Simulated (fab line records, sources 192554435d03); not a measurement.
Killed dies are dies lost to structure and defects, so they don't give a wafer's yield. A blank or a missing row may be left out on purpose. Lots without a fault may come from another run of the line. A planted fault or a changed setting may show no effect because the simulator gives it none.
fab line records | flow n5_finfet | part 2 of 2: steps 5 to 6 of 6
record lots=23 wafers=69 last_day=17
route steps=1938 shown BEOL_M5@1169 BEOL_M6@1195
lots that met no fault: from a run of the same line without faults
start_h: hours from the record's first day to the start of the lot's first wafer shown | wait_h: hours since the lot's step before | " the same as in the row above | L1.1+2: a row that stands for several wafers | - no value, or no start given | * or withheld: withheld | < > ~ a bound
route shown NAME@n: a module of which the file shows steps, and the number in the route of the first | usual: mean/standard deviation of fault-free wafers | same: alike in all rows | chamber/n: place in a boat | sites: the reading at each site | _std_site: their standard deviation | _edge_site: outer sites' mean less inner sites' | radius_mm: how far each site lies from the wafer's centre | mask NAME#n: copy n | behind: the tool/chamber that last shaped the wafer | hold: why the lot was held/for how many hours/how that ended | device: the transistor (n, p or np) that didn't switch | end of line: the same wafers' tests at the end of the route | a step without rows: its recipe alone | killed: dies lost to structure and defects at the first sort, not the wafer's yield | map: a wafer's dies, x killed, . not, _ none there
set.NAME: the setting as run; set.NAME@STEP: as run at that earlier step | model.NAME: the simulator's own value behind a step, which no gauge read
steps of the route over a sample of lots; a table a step, a row a wafer
services: from which hour (start_h, from the record's first day; less than 0 if before it) a tool's chamber was out of use, for how many hours, and why
## steps
# step N5_BEOL_M6_STRIP_67
# recipe chemistry=CF4 resist=SiARC power_w=300 bias_power_w=75 pressure_mtorr=50 cf4_flow_sccm=150 rf_frequency_hz=6e+07
# usual drypump_motor_current_A=5.60/0.26 oes_product_au=0.80/0.075 rf_vpp_V=270.5/1.3 showerhead_plenum_p_Torr=1.77/0.043 throttle_valve_pct=13.60/0.24
# columns lot.wafer tool chamber start_h wait_h drypump_motor_current_A oes_product_au rf_hours_counter_h rf_vpp_V showerhead_plenum_p_Torr throttle_valve_pct
L074.3 rie_diel-02 3 177.94 0.0 5.75 0.93 10 270.3 1.76 13.32
L074.4 " 0 " " 5.69 0.73 212 270.6 1.72 13.91
L074.5 " 3 " " 5.75 0.94 - 270.3 1.76 13.32
L075.1 rie_diel-02 2 186.06 0.0 5.72 0.71 218 271.3 1.78 13.87
L075.2 " 3 " " 5.73 0.92 14 268.1 1.76 13.33
L075.3 " 0 " " 5.72 0.73 217 269.2 1.72 13.93
L076.2 rie_diel-03 2 196.87 0.0 5.71 0.88 52 272.1 1.84 13.43
L076.3 " 3 " " 5.90 0.74 172 269.4 1.77 13.52
L076.6 " 2 " " 5.70 0.89 - 269.9 1.84 13.42
L077.1 rie_diel-03 2 197.55 0.0 5.71 0.88 53 269.8 1.84 13.42
L077.3 " 3 " " 5.91 0.74 172 269.7 1.77 13.51
L077.6 " 1 " " 5.24 0.80 - 270.8 1.73 13.51
L078.1 rie_diel-03 1 200.05 0.0 5.24 0.81 122 270.7 1.73 13.51
L078.5 " 3 " " 5.90 0.73 - 271.3 1.77 13.52
L078.6 " 2 " " 5.70 0.88 - 272.2 1.83 13.42
L079.3 rie_diel-03 0 202.62 0.0 5.11 0.69 248 273.7 1.84 13.66
L079.4 " 2 " " 5.70 0.89 55 271.3 1.83 13.43
L079.5 " 1 " " 5.22 0.80 - 268.3 1.73 13.51
L080.2 rie_diel-02 2 206.81 0.0 5.68 0.71 226 270.3 1.78 13.93
L080.4 " 2 " " 5.66 0.70 - 269.6 1.78 13.92
L080.6 " 0 " " 5.68 0.71 - 269.4 1.72 13.92
L081.2 rie_diel-03 1 225.67 0.0 5.22 0.79 133 271.6 1.73 13.54
L081.3 " 3 " " 5.92 0.73 185 271.1 1.77 13.54
L081.4 " 3 " " 5.95 0.73 - 270.4 1.77 13.54
L082.2 rie_diel-02 1 232.61 0.0 5.24 0.74 149 268.8 1.72 13.95
L082.3 " 2 " " 5.65 0.69 235 270.4 1.78 13.92
L082.6 " 2 " " 5.66 0.68 - 270.4 1.78 13.94
L084.1 rie_diel-02 1 239.27 0.0 5.22 0.74 151 270.3 1.72 13.96
L084.3 " 3 " " 5.70 0.89 32 270.6 1.76 13.38
L084.6 " 1 " " 5.24 0.74 - 269.1 1.72 13.97
L083.1 rie_diel-06 1 245.97 0.0 5.41 0.85 57 273.4 1.81 13.43
L083.4 " 3 " " 5.93 0.69 237 268.6 1.71 13.95
L083.5 " 0 " " 6.07 0.85 - 268.9 1.75 13.38
L088.1 rie_diel-06 0 258.49 0.0 6.04 0.84 61 270.7 1.75 13.40
L088.4 " 1 " " 5.41 0.85 60 273.2 1.81 13.44
L088.5 " 2 " " 5.54 0.82 - 270.5 1.82 13.52
L086.1 rie_diel-02 1 259.19 0.0 5.25 0.73 158 270.0 1.72 13.99
L086.3 " 3 " " 5.76 0.88 39 269.3 1.75 13.41
L086.4 " 2 " " 5.68 0.69 244 270.8 1.78 13.96
L087.1 rie_diel-06 2 263.36 0.0 5.55 0.81 98 271.7 1.82 13.53
L087.2 " 1 " " 5.41 0.84 62 271.2 1.81 13.42
L087.3 " 3 " " 5.92 0.69 242 267.7 1.71 13.97
L089.2 rie_diel-06 1 274.20 0.0 5.41 0.85 66 272.2 1.81 13.45
L089.5 " 1 " " 5.40 0.85 - 270.7 1.81 13.44
L089.6 " 2 " " 5.53 0.82 - 271.6 1.82 13.53
L090.2 rie_diel-02 1 283.79 0.0 5.20 0.73 168 270.6 1.72 13.99
L090.3 " 3 " " 5.74 0.86 50 270.4 1.75 13.42
L090.5 " 3 " " 5.72 0.85 - 269.3 1.75 13.42
L091.1 rie_diel-06 2 287.68 0.0 5.53 0.82 106 270.5 1.81 13.54
L091.3 " 1 " " 5.41 0.84 71 271.2 1.81 13.46
L091.5 " 2 " " 5.54 0.81 - 270.8 1.81 13.53
L092.2 rie_diel-03 2 291.39 0.0 5.70 0.84 85 272.1 1.83 13.48
L092.4 " 3 " " 5.91 0.71 209 269.9 1.76 13.59
L092.5 " 2 " " 5.71 0.85 - 272.1 1.83 13.50
L093.3 rie_diel-06 0 299.03 0.0 6.01 0.82 77 270.4 1.75 13.44
L093.5 " 0 " " 6.06 0.82 - 269.3 1.75 13.44
L093.6 " 2 " " 5.52 0.81 - 272.9 1.81 13.54
L094.2 rie_diel-03 3 299.79 0.0 5.88 0.71 211 270.6 1.76 13.62
L094.4 " 2 " " 5.71 0.83 88 273.0 1.83 13.49
L094.6 " 3 " " 5.90 0.71 - 269.7 1.76 13.63
L095.1 rie_diel-02 2 308.26 0.0 5.68 0.92 6 269.3 1.78 13.39
L095.2 " 3 " " 5.75 0.84 62 271.6 1.75 13.45
L095.4 " 1 " " 5.18 0.72 - 270.8 1.71 14.04
L096.1 rie_diel-02 1 316.03 0.0 5.23 0.72 179 268.5 1.71 14.04
L096.5 " 3 " " 5.74 0.85 - 269.6 1.75 13.45
L096.6 " 1 " " 5.19 0.72 - 270.8 1.71 14.04
L097.2 rie_diel-06 2 316.58 0.0 5.53 0.81 120 271.7 1.81 13.58
L097.5 " 1 " " 5.42 0.83 - 272.2 1.81 13.48
L097.6 " 0 " " 6.05 0.82 - 269.7 1.74 13.45
# step N5_BEOL_M6_ETCH_72
# recipe chemistry=N2/H2 target=underlayer target_depth_a=65 mask_material=CAR-EUV time_s=5.2 ion_energy_ev=200 pressure_mtorr=30 source_w=840 bias_w=150 n2_flow_sccm=200 h2_flow_sccm=200 ends=cleared
# usual drypump_motor_current_A=5.6/0.3 etch_rf_on_time_s=5.27/0.17 oes_product_au=0.68/0.065 rf_fwd_power_W=819.9/2.6 rf_vpp_V=522.9/2.3 showerhead_plenum_p_Torr=2.51/0.073 throttle_valve_pct=17.78/0.28
# columns lot.wafer tool chamber start_h wait_h drypump_motor_current_A etch_rf_on_time_s oes_product_au rf_fwd_power_W rf_hours_counter_h rf_vpp_V showerhead_plenum_p_Torr throttle_valve_pct
L074.3 rie_diel-03 0 179.60 0.0 5.1 5.07 0.60 820.5 237 524.1 2.62 17.77
L074.4 " 1 " " 5.3 5.32 0.68 819.9 112 520.6 2.42 17.51
L074.5 " 1 " " 5.2 5.36 0.68 817.1 - 520.9 2.42 17.54
L075.1 rie_diel-03 0 188.00 0.0 5.1 5.05 0.59 820.2 242 525.4 2.62 17.82
L075.2 " 2 " " 5.7 5.38 0.76 821.9 48 525.8 2.56 17.47
L075.3 " 1 " " 5.2 5.34 0.68 819.1 116 519.8 2.42 17.53
L076.2 rie_diel-02 3 198.68 0.0 5.7 5.13 0.80 822.4 17 523.5 2.52 18.02
L076.3 " 1 " " 5.2 5.30 0.65 818.8 139 519.1 2.45 18.33
L076.6 " 1 " " 5.2 5.28 0.63 817.8 - 521.0 2.45 18.32
L077.1 rie_diel-06 3 198.98 0.0 5.9 5.30 0.59 822.7 222 521.5 2.40 18.00
L077.3 " 1 " " 5.4 5.17 0.75 821.1 40 524.6 2.60 17.70
L077.6 " 3 " " 5.9 5.31 0.59 820.3 - 520.3 2.40 18.00
L078.1 rie_diel-03 3 201.19 0.0 5.9 5.54 0.60 820.9 174 522.8 2.53 17.79
L078.5 " 2 " " 5.7 5.36 0.75 821.0 - 526.0 2.56 17.49
L078.6 " 1 " " 5.2 5.32 0.67 821.0 - 521.8 2.42 17.54
L079.3 rie_diel-06 0 203.93 0.0 6.1 5.48 0.71 820.8 43 520.9 2.47 17.55
L079.4 " 1 " " 5.4 5.12 0.76 822.8 42 523.1 2.59 17.72
L079.5 " 0 " " 6.0 5.49 0.73 819.1 - 524.3 2.47 17.53
L080.2 rie_diel-06 3 207.50 0.0 5.9 5.30 0.58 822.2 224 518.4 2.40 17.98
L080.4 " 1 " " 5.4 5.17 0.75 817.2 43 524.5 2.59 17.71
L080.6 " 1 " " 5.4 5.14 0.76 813.9 - 524.3 2.59 17.72
L081.2 rie_diel-02 0 227.70 0.0 5.7 5.46 0.60 819.5 231 519.2 2.44 18.41
L081.3 " 2 " " 5.7 5.09 0.60 822.0 233 523.2 2.50 18.18
L081.4 " 1 " " 5.2 5.23 0.62 823.4 147 520.8 2.45 18.32
L082.2 rie_diel-03 3 236.81 0.0 5.9 5.47 0.60 821.2 190 525.4 2.52 17.84
L082.3 " 2 " " 5.7 5.36 0.72 821.3 67 526.2 2.56 17.51
L082.6 " 3 " " 6.0 5.48 0.60 821.3 - 525.5 2.52 17.82
L084.1 rie_diel-06 1 240.08 0.0 5.4 5.17 0.73 818.2 54 524.9 2.59 17.72
L084.3 " 3 " " 5.9 5.39 0.58 817.9 235 519.1 2.40 18.01
L084.6 " 3 " " 5.9 5.40 0.57 817.0 - 519.9 2.40 17.98
L083.1 rie_diel-06 1 246.78 0.0 5.4 5.17 0.73 818.6 57 523.2 2.59 17.75
L083.4 " 2 " " 5.6 5.05 0.72 819.8 93 527.5 2.58 18.07
L083.5 " 0 " " 6.0 5.48 0.69 820.7 - 522.8 2.46 17.55
L088.1 rie_diel-03 0 262.06 0.0 5.1 5.03 0.80 819.8 10 524.5 2.61 17.38
L088.4 " 3 " " 5.9 5.43 0.60 821.0 198 522.4 2.52 17.85
L088.5 " 1 " " 5.2 5.27 0.66 819.3 - 518.5 2.41 17.59
L086.1 rie_diel-02 0 262.48 0.0 5.7 5.68 0.57 817.4 241 520.5 2.44 18.45
L086.3 " 1 " " 5.2 5.35 0.63 816.3 159 521.2 2.44 18.37
L086.4 " 2 " " 5.7 5.16 0.58 822.6 245 523.2 2.50 18.22
L087.1 rie_diel-03 3 264.33 0.0 5.9 5.46 0.59 820.3 199 522.3 2.52 17.84
L087.2 " 2 " " 5.7 5.36 0.72 820.8 77 525.8 2.55 17.55
L087.3 " 1 " " 5.3 5.27 0.65 812.9 149 519.9 2.41 17.59
L089.2 rie_diel-06 2 275.05 0.0 5.6 4.99 0.72 818.1 102 522.1 2.58 18.09
L089.5 " 1 " " 5.4 5.10 0.72 818.9 - 525.9 2.58 17.74
L089.6 " 2 " " 5.6 5.03 0.71 819.7 - 524.0 2.58 18.07
L090.2 rie_diel-06 2 285.79 0.0 5.5 5.05 0.71 816.1 105 524.4 2.58 18.10
L090.3 " 3 " " 5.9 5.24 0.58 824.1 250 517.9 2.39 18.01
L090.5 " 1 " " 5.4 5.12 0.73 820.6 - 523.4 2.58 17.76
L091.1 rie_diel-06 0 290.03 0.0 6.0 5.41 0.70 814.1 73 521.2 2.46 17.54
L091.3 " 1 " " 5.4 5.10 0.72 818.1 71 525.0 2.58 17.74
L091.5 " 2 " " 5.6 5.03 0.70 823.1 - 526.9 2.58 18.11
L092.2 rie_diel-06 0 292.29 0.0 6.0 5.52 0.68 814.5 74 520.6 2.46 17.59
L092.4 " 1 " " 5.4 5.23 0.71 822.4 - 525.0 2.58 17.76
L092.5 " 0 " " 6.0 5.54 0.69 814.0 - 520.5 2.46 17.57
L093.3 rie_diel-03 3 299.87 0.0 5.9 5.51 0.59 821.3 211 523.9 2.51 17.87
L093.5 " 2 " " 5.7 5.44 0.70 819.9 - 523.7 2.55 17.57
L093.6 " 1 " " 5.2 5.32 0.64 820.0 - 520.1 2.40 17.61
L094.2 rie_diel-03 2 302.37 0.0 5.7 5.45 0.70 816.4 89 523.5 2.55 17.54
L094.4 " 3 " " 5.9 5.47 0.59 815.8 212 524.1 2.51 17.86
L094.6 " 1 " " 5.2 5.36 0.65 821.8 - 519.9 2.40 17.59
L095.1 rie_diel-03 0 311.42 0.0 5.1 5.12 0.77 822.7 27 528.3 2.60 17.42
L095.2 " 3 " " 6.0 5.48 0.59 817.1 214 521.8 2.51 17.86
L095.4 " 1 " " 5.2 5.35 0.64 817.1 164 519.7 2.40 17.59
L096.1 rie_diel-02 1 317.52 0.0 5.2 5.26 0.61 825.8 180 520.8 2.43 18.42
L096.5 " 2 " " 5.7 5.02 0.79 818.6 - 521.7 2.49 17.75
L096.6 " 1 " " 5.2 5.22 0.60 823.6 - 520.8 2.43 18.38
L097.2 rie_diel-03 0 317.95 0.0 5.1 5.04 0.76 821.1 28 525.4 2.60 17.42
L097.5 " 1 " " 5.2 5.32 0.64 820.0 - 519.8 2.40 17.62
L097.6 " 0 " " 5.1 5.04 0.76 823.3 - 525.2 2.60 17.43
## services
# columns tool chamber start_h hours kind
cmp-04 - 146.08 4.0 pm
uv_cure-03 - 158.54 0.6 repair
rie_diel-06 - 174.34 14.6 pm
cmp-04 - 181.87 3.1 repair
cmp-01 - 186.87 1.3 repair
cmp-02 - 196.66 6.3 pm
rie_diel-02 - 198.01 0.6 repair
rie_diel-02 1 204.08 6.8 repair
cmp-01 - 210.70 7.7 pm
uv_cure-03 - 211.62 1.1 repair
cmp-01 - 220.48 4.0 pm
rie_diel-02 - 223.96 2.3 repair
rie_diel-03 2 228.06 8.4 repair
rie_diel-06 2 235.93 8.0 repair
cmp-02 - 244.64 4.0 pm
rie_diel-02 0 246.25 4.4 repair
rie_diel-06 3 253.06 2.6 repair
uv_cure-02 - 260.92 7.5 pm
cmp-01 - 272.34 2.0 repair
cmp-02 - 277.85 2.9 repair
uv_cure-02 - 284.44 1.2 repair
cmp-04 - 285.28 2.5 repair
cmp-01 - 307.40 6.7 repair
rie_diel-03 - 308.90 0.2 repair
